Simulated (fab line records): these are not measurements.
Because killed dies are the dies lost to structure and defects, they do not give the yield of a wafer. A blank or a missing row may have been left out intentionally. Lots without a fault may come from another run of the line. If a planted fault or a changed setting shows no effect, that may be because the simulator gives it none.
Which tool did it? + flow nand_harc + 33 wafers from 11 lots sampled at 5 of the route's 1159 steps

## WHAT THE GAUGES READ, wafer by wafer
NHARC_END_SORT_01. Usual: defect_limited_yield 95.8 %, standard deviation 1.4; killed_at_array 24, standard deviation 8.8; killed_at_other 0.7, standard deviation 0.99; killed_at_periphery 3.5, standard deviation 2.6; killed_dies 28, standard deviation 9.3; killed_open 3.2, standard deviation 1.7; killed_short 1.7, standard deviation 1.4; sort_bin_2_pct 1.3 %, standard deviation 0.6; sort_bin_3_pct 0.24 %, standard deviation 0.2; sort_bin_4_pct 2.6 %, standard deviation 0.88; sort_n_pass 649, standard deviation 9.3; sort_rim_yield_pct 94 %, standard deviation 3.2; sort_yield_pct 95.8 %, standard deviation 1.4.
| lot  | measured     | on        | defect_limited_yield (%) | killed_at_array | killed_at_other | killed_at_periphery | killed_dies | killed_open | killed_short | sort_bin_2_pct (%) | sort_bin_3_pct (%) | sort_bin_4_pct (%) | sort_n_pass | sort_rim_yield_pct (%) | sort_yield_pct (%) | flag |
|------|--------------|-----------|--------------------------|-----------------|-----------------|---------------------|-------------|-------------|--------------|--------------------|--------------------|--------------------|-------------|------------------------|--------------------|------|
| L882 | day 20 17:52 | prober-01 | 97.9 97.6 97.8           | 12 13 11        | 2 2 1           | 0 1 3               | 14 16 15    | 5 5 5       | 0 2 0        | 0.4 0.7 0.4        | 0.15 0 0.15        | 1.5 1.6 1.6        | 663 661 662 | 97 98 94               | 97.9 97.6 97.8     |      |
| L887 | day 21 15:13 | prober-02 | 96.5 90.1 96.2           | 17 60 24        | 0 2 0           | 7 5 2               | 24 67 26    | 1 2 5       | 2 1 4        | 1.2 4.7 0.7        | 0.30 1.33 0.44     | 2.1 3.8 2.7        | 653 610 651 | 97 77 95               | 96.5 90.1 96.2     |      |
| L894 | day 24 10:16 | prober-02 | 93.2 93.2 94.8           | 41 43 31        | 2 2 1           | 3 1 3               | 46 46 35    | 2 5 8       | 4 0 4        | 1.8 2.7 2.2        | 1.03 0.15 0.44     | 4.0 4.0 2.5        | 631 631 642 | 89 87 91               | 93.2 93.2 94.8     |      |
| L896 | day 24 14:22 | prober-01 | 95.0 94.7 95.0           | 30 33 32        | 0 0 0           | 4 3 2               | 34 36 34    | 5 5 3       | 1 2 2        | 1.9 1.0 2.1        | 0 0.74 0.30        | 3.1 3.5 2.7        | 643 641 643 | 93 91 94               | 95.0 94.7 95.0     |      |
| L899 | day 25 05:49 | prober-01 | 98.1 97.9 97.0           | 11 11 18        | 0 1 1           | 2 2 1               | 13 14 20    | 0 4 4       | 0 0 4        | 0.1 0.6 0.9        | 0 0 0.30           | 1.8 1.5 1.8        | 664 663 657 | 96 96 94               | 98.1 97.9 97.0     |      |

## WHICH TOOL RAN EACH LOT (tool, then ch and the chambers of the sampled wafers, then the start)
| lot  | NHARC_A_BONDPAD_ETCH_34            | NHARC_A_BONDPAD_ETCH_12            | NHARC_A_BONDPAD_PVD_27                  | NHARC_THIN_TSV_STRIP_56              |
|------|------------------------------------|------------------------------------|-----------------------------------------|--------------------------------------|
| L878 | rie_diel-01 ch 0,1, day 18 06:17   | rie_diel-01 ch 0,1,3, day 18 06:23 | pvd_sputter-03, day 19 06:50 or earlier | plasma_asher-01 ch 0,1, day 19 06:50 |
| L879 | rie_diel-05 ch 0,1,2, day 18 15:53 | rie_diel-05 ch 0,1,2, day 18 15:59 | pvd_sputter-02, day 19 13:37 or earlier | plasma_asher-02 ch 0, day 19 13:37   |
| L881 | rie_diel-05 ch 1,2, day 19 00:10   | rie_diel-05 ch 2,3, day 19 00:15   | pvd_sputter-02, day 20 00:03 or earlier | plasma_asher-02 ch 0,1, day 20 00:03 |
| L882 | rie_diel-01 ch 1,2,3, day 19 10:28 | rie_diel-01 ch 0,2, day 19 10:33   | pvd_sputter-01, day 20 08:07 or earlier | plasma_asher-02 ch 0,1, day 20 08:07 |
| L887 | rie_diel-05 ch 0,1, day 20 07:03   | rie_diel-05 ch 1,2,3, day 20 07:09 | pvd_sputter-01, day 21 06:05 or earlier | plasma_asher-02 ch 1, day 21 06:05   |
| L894 | rie_diel-09 ch 0,1,2, day 22 19:57 | rie_diel-09 ch 0,1, day 22 20:14   | pvd_sputter-02, day 23 21:49 or earlier | plasma_asher-01 ch 0,1, day 23 21:49 |
| L896 | rie_diel-05 ch 1,2,3, day 23 05:41 | rie_diel-05 ch 0,1,3, day 23 05:49 | pvd_sputter-03, day 24 03:55 or earlier | plasma_asher-01 ch 0,1, day 24 03:55 |
| L898 | rie_diel-01 ch 1,2,3, day 23 09:19 | rie_diel-01 ch 1,2, day 23 09:23   | pvd_sputter-02, day 24 04:34 or earlier | plasma_asher-02 ch 0,1, day 24 04:34 |
| L897 | rie_diel-05 ch 1,3, day 23 15:52   | rie_diel-05 ch 0,1, day 23 15:59   | pvd_sputter-03, day 24 13:52 or earlier | plasma_asher-02 ch 0,1, day 24 13:52 |
| L899 | rie_diel-05 ch 0,1, day 23 19:47   | rie_diel-05 ch 1,3, day 23 19:53   | pvd_sputter-03, day 24 19:52 or earlier | plasma_asher-02 ch 0,1, day 24 19:52 |
| L900 | rie_diel-01 ch 1,3, day 23 20:17   | rie_diel-01 ch 0,1,2, day 23 20:23 | pvd_sputter-01, day 24 18:37 or earlier | plasma_asher-02 ch 0,1, day 24 18:37 |
- NHARC_A_BONDPAD_ETCH_34: etches the open film in N2/H2, target depth 60 nm, overetch 18 nm, time 65.91 s.
- NHARC_A_BONDPAD_ETCH_12: etches the open film in CHF3/O2, target depth 220 nm, time 110 s.
- NHARC_A_BONDPAD_PVD_27: deposits Cu, target thk 30 nm, time 20.49 s.
- NHARC_THIN_TSV_STRIP_56: strips in O2.

## WHAT THE TOOLS THEMSELVES READ (means of the sampled wafers that have a number; where no wafer has one, the mark that the record gives instead)
NHARC_A_BONDPAD_ETCH_34. Usual: drypump_motor_current_A 5.7 A, standard deviation 0.38; h2_flow_sccm 150.0 sccm, standard deviation 0.47; oes_product_au 1.000 a.u., standard deviation 0.0088; rf_vpp_V 430.1 V, standard deviation 2.7; showerhead_plenum_p_Torr 2.03 Torr, standard deviation 0.093; throttle_valve_pct 14.171 %, standard deviation 0.0091.
| lot  | tool        | drypump_motor_current_A (A) | h2_flow_sccm (sccm) | oes_product_au (a.u.) | rf_vpp_V (V) | showerhead_plenum_p_Torr (Torr) | throttle_valve_pct (%) | flag |
|------|-------------|-----------------------------|---------------------|-----------------------|--------------|---------------------------------|------------------------|------|
| L878 | rie_diel-01 | 5.8                         | 150.4               | 1.000                 | 431.6        | 2.12                            | 14.175                 |      |
| L879 | rie_diel-05 | 5.6                         | 149.6               | 1.001                 | 430.1        | 2.02                            | 14.169                 |      |
| L881 | rie_diel-05 | 5.8                         | 149.5               | 1.012                 | 430.3        | 2.01                            | 14.191                 |      |
| L882 | rie_diel-01 | 6.0                         | 150.4               | 0.995                 | 428.6        | 1.97                            | 14.171                 |      |
| L887 | rie_diel-05 | 5.3                         | 150.0               | 1.005                 | 429.2        | 1.97                            | 14.167                 |      |
| L894 | rie_diel-09 | 5.7                         | 149.9               | 0.995                 | 429.6        | 2.00                            | 14.173                 |      |
| L896 | rie_diel-05 | 5.6                         | 150.2               | 1.007                 | 431.7        | 2.08                            | 14.174                 |      |
| L898 | rie_diel-01 | 5.9                         | 149.7               | 0.990                 | 428.4        | 1.97                            | 14.169                 |      |
| L897 | rie_diel-05 | 5.6                         | 149.9               | 1.008                 | 429.5        | 2.03                            | 14.171                 |      |
| L899 | rie_diel-05 | 5.5                         | 149.9               | 1.007                 | 428.6        | 1.97                            | 14.167                 |      |
| L900 | rie_diel-01 | 6.1                         | 149.8               | 0.995                 | 428.8        | 1.97                            | 14.162                 |      |

NHARC_A_BONDPAD_ETCH_12. Usual: drypump_motor_current_A 5.7 A, standard deviation 0.38; oes_product_au 0.940 a.u., standard deviation 0.023; rf_vpp_V 370.4 V, standard deviation 2.4; showerhead_plenum_p_Torr 2.40 Torr, standard deviation 0.11; throttle_valve_pct 20.572 %, standard deviation 0.0087.
| lot  | tool        | drypump_motor_current_A (A) | oes_product_au (a.u.) | rf_vpp_V (V) | showerhead_plenum_p_Torr (Torr) | throttle_valve_pct (%) | flag |
|------|-------------|-----------------------------|-----------------------|--------------|---------------------------------|------------------------|------|
| L878 | rie_diel-01 | 6.0                         | 0.925                 | 370.8        | 2.41                            | 20.573                 |      |
| L879 | rie_diel-05 | 5.6                         | 0.923                 | 370.7        | 2.38                            | 20.573                 |      |
| L881 | rie_diel-05 | 5.7                         | 0.968                 | 373.1        | 2.50                            | 20.574                 |      |
| L882 | rie_diel-01 | 5.6                         | 0.920                 | 370.3        | 2.42                            | 20.576                 |      |
| L887 | rie_diel-05 | 5.7                         | 0.974                 | 371.7        | 2.44                            | 20.572                 |      |
| L894 | rie_diel-09 | 5.4                         | 0.929                 | 368.3        | 2.29                            | 20.571                 |      |
| L896 | rie_diel-05 | 5.4                         | 0.959                 | 369.9        | 2.39                            | 20.574                 |      |
| L898 | rie_diel-01 | 5.9                         | 0.916                 | 367.7        | 2.29                            | 20.565                 |      |
| L897 | rie_diel-05 | 5.5                         | 0.964                 | 369.5        | 2.32                            | 20.570                 |      |
| L899 | rie_diel-05 | 5.6                         | 0.962                 | 369.7        | 2.38                            | 20.569                 |      |
| L900 | rie_diel-01 | 5.8                         | 0.908                 | 369.9        | 2.40                            | 20.573                 |      |

NHARC_A_BONDPAD_PVD_27. Usual: throttle_valve_pct at 30.1 %, with a standard deviation of 1.5.
| lot  | tool           | throttle_valve_pct (%) | flag |
|------|----------------|------------------------|------|
| L878 | pvd_sputter-03 | 31.1                   |      |
| L879 | pvd_sputter-02 | 29.3                   |      |
| L881 | pvd_sputter-02 | 30.4                   |      |
| L882 | pvd_sputter-01 | 31.9                   |      |
| L887 | pvd_sputter-01 | 31.6                   |      |
| L894 | pvd_sputter-02 | 30.5                   |      |
| L896 | pvd_sputter-03 | 30.4                   |      |
| L898 | pvd_sputter-02 | 28.9                   |      |
| L897 | pvd_sputter-03 | 30.4                   |      |
| L899 | pvd_sputter-03 | 30.0                   |      |
| L900 | pvd_sputter-01 | 31.2                   |      |

NHARC_THIN_TSV_STRIP_56. Usual: drypump_motor_current_A 5.96 A, standard deviation 0.24; heater_power_w 350 W, standard deviation 26.
| lot  | tool            | drypump_motor_current_A (A) | heater_power_w (W) | flag |
|------|-----------------|-----------------------------|--------------------|------|
| L878 | plasma_asher-01 | 6.00                        | 343                |      |
| L879 | plasma_asher-02 | 6.10                        | 384                |      |
| L881 | plasma_asher-02 | 5.97                        | 363                |      |
| L882 | plasma_asher-02 | 5.80                        | 349                |      |
| L887 | plasma_asher-02 | 5.64                        | 335                |      |
| L894 | plasma_asher-01 | 6.15                        | 339                |      |
| L896 | plasma_asher-01 | 6.14                        | 344                |      |
| L898 | plasma_asher-02 | 5.83                        | 346                |      |
| L897 | plasma_asher-02 | 5.97                        | 367                |      |
| L899 | plasma_asher-02 | 5.95                        | 363                |      |
| L900 | plasma_asher-02 | 5.81                        | 347                |      |

## THE ANSWER, worked out from the rows above alone
Rule: a lot counts as off when the mean over its wafers that have a number is more than 3 standard deviations away from the usual mean. A lot without any number at a reading at which 4 lots or more have one is off too. All remaining lots with rows at the step are treated as sound. After the gauges, taken in route order, come the tools' own readings; for these a lot's mean is taken, as printed above. At the first step where some lot is off, the reading lying furthest off is the one used; lots without a number count as furthest.
None of the lots is off at any reading shown; this tells nothing.

## WHAT THE SIMULATOR HAD PUT IN
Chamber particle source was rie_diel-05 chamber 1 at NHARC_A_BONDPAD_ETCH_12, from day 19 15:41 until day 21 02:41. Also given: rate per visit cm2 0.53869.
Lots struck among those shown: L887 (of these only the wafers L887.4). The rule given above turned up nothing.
